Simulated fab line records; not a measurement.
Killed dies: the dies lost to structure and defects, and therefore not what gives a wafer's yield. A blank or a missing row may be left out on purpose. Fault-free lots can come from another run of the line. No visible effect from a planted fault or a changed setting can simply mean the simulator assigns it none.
Split-lot study -- flow n5-finfet -- 39 wafers read across 7 lots, on a route 1938 steps long

ON THE SPLIT
At N5_BEOL_M13_SPUTTER_44 (material Ta, target thk 10 nm, time 16.13 s), the setting time-s was moved away from the recipe's 16.13 s on 15 of the 39 wafers read, by -52.4% to +50.0%. For the rest of the wafers, this setting stayed at what the recipe calls for.

FROM THE SPLIT TO THE READING: what the file shows between them, 3 steps
- N5_BEOL_M13_SPUTTER_45: material Cu, target thk 80 nm, time 13.33 s
- N5_BEOL_M13_ECD_47: material Cu, target thk 936 nm
- N5_BEOL_M13_ANNEAL_48: time 90 s

THE READING
barrier-field-endpoint-s, in s, at N5_BEOL_M13_CMP_49 (polishes, stops on SiOC, t overpolish 17.1 s, target thk 420 nm). Typical for fault-free wafers on this fab line: 30.3 s, with standard deviation 0.82 s.

wafer,"tool, chamber at the split","time-s as run, s",against the recipe,"barrier-field-endpoint-s, s",against lot-mates on the recipe
L075.4,"pvd-sputter-02, -",18.94,+17.4%,31.8,+1.5
L075.1,"pvd-sputter-02, -",18.94,+17.4%,31.9,+1.6
L075.2,"pvd-sputter-02, -",18.94,+17.4%,31.5,+1.2
L075.3,"pvd-sputter-02, -",16.13,recipe,30.2,-
L075.6,"pvd-sputter-02, -",16.13,recipe,29.8,-
L075.5,"pvd-sputter-02, -",16.13,recipe,31.0,-
L079.3,"pvd-sputter-01, -",16.13,recipe,30.5,-
L079.1,"pvd-sputter-01, -",16.13,recipe,31.0,-
L079.4,"pvd-sputter-01, -",8.598,-46.7%,25.3,-5.7
L079.2,"pvd-sputter-01, -",8.598,-46.7%,24.7,-6.3
L079.6,"pvd-sputter-01, -",16.13,recipe,31.5,-
L079.5,"pvd-sputter-01, -",8.598,-46.7%,24.5,-6.5
L074.2,"pvd-sputter-02, -",16.13,recipe,31.4,-
L074.3,"pvd-sputter-02, -",16.13,recipe,31.3,-
L074.5,"pvd-sputter-02, -",16.13,recipe,31.1,-
L082.2,"pvd-sputter-03, -",16.13,recipe,29.7,-
L082.1,"pvd-sputter-03, -",7.671,-52.4%,24.6,-6.1
L082.4,"pvd-sputter-03, -",7.671,-52.4%,23.2,-7.5
L082.3,"pvd-sputter-03, -",7.671,-52.4%,23.4,-7.3
L082.5,"pvd-sputter-03, -",16.13,recipe,30.4,-
L082.6,"pvd-sputter-03, -",16.13,recipe,32.0,-
L086.3,"pvd-sputter-02, -",24.2,+50.0%,36.0,+5.6
L086.1,"pvd-sputter-02, -",16.13,recipe,30.7,-
L086.2,"pvd-sputter-02, -",16.13,recipe,29.8,-
L086.4,"pvd-sputter-02, -",24.2,+50.0%,36.5,+6.1
L086.6,"pvd-sputter-02, -",16.13,recipe,30.7,-
L086.5,"pvd-sputter-02, -",24.2,+50.0%,36.1,+5.7
L095.2,"pvd-sputter-01, -",16.13,recipe,29.5,-
L095.3,"pvd-sputter-01, -",16.13,recipe,31.0,-
L095.1,"pvd-sputter-01, -",12.51,-22.4%,29.2,-1.1
L095.4,"pvd-sputter-01, -",16.13,recipe,30.5,-
L095.5,"pvd-sputter-01, -",12.51,-22.4%,26.7,-3.6
L095.6,"pvd-sputter-01, -",12.51,-22.4%,27.9,-2.4
L097.3,"pvd-sputter-02, -",16.13,recipe,29.7,-
L097.4,"pvd-sputter-02, -",16.13,recipe,31.0,-
L097.2,"pvd-sputter-02, -",16.13,recipe,30.9,-
L097.1,"pvd-sputter-02, -",16.13,recipe,30.1,-
L097.5,"pvd-sputter-02, -",16.13,recipe,29.5,-
L097.6,"pvd-sputter-02, -",16.13,recipe,31.7,-

FIT RESULTS
A straight line over all 39 wafers: barrier-field-endpoint-s changes by +0.119 s for each +1% of time-s; r = +0.97; the points scatter about the line by 0.74 s.
The same after taking each lot's own level away (the mean of its wafers on the recipe; 39 wafers): +0.123 s for each +1%; r = +0.98; scatter 0.69 s.
The reading moves by 6.5 s for the largest change in time-s, on that fit.
Across the lots, their own levels run from 30.33 to 31.27 s, a range of 1.1 times the standard deviation given above.
Consequently the slope shifts little with the lot-to-lot level, the two slopes agreeing.
Check: for one of the wafers moved furthest among these (-52.4%), held out of the fit, the line's prediction against its lot-mates is -6.65 s. Against them it came out at -6.1 s.

ADDITIONAL SPLITS CARRIED BY THESE WAFERS
Before the reading, these wafers also passed through other splits. Each is held against what the fit with the lots' levels taken away leaves over:
other split on the same wafers,wafers away from the commonest value,r with barrier-field-endpoint-s (lot level and that fit taken away)
N5_BEOL_M8_DESCUM_33 time-s,9,-0.29
N5_BEOL_M12_ILD_DEP_00 time-s,12,+0.18

THE WHOLE CHAIN: every reading that the file lists as answering this split, in the file's order
step,what it does,reading,change (the file's fit),r (the file's)
N5_BEOL_M13_SPUTTER_44,"material Ta, target thk 10 nm, time 16.13 s","Ta_of_BEOL_M13_SPUTTER_44.thk-nm (the simulator's own value, which no gauge read)",+0.101 nm for each +1% of the setting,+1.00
N5_BEOL_M13_CMP_49,"polishes, stops on SiOC, t overpolish 17.1 s, target thk 420 nm",barrier-field-endpoint-s,+0.124 s for each +1% of the setting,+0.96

FILE'S OWN FIT
barrier-field-endpoint-s changes by +0.124 s for each +1% of time-s, r = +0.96.
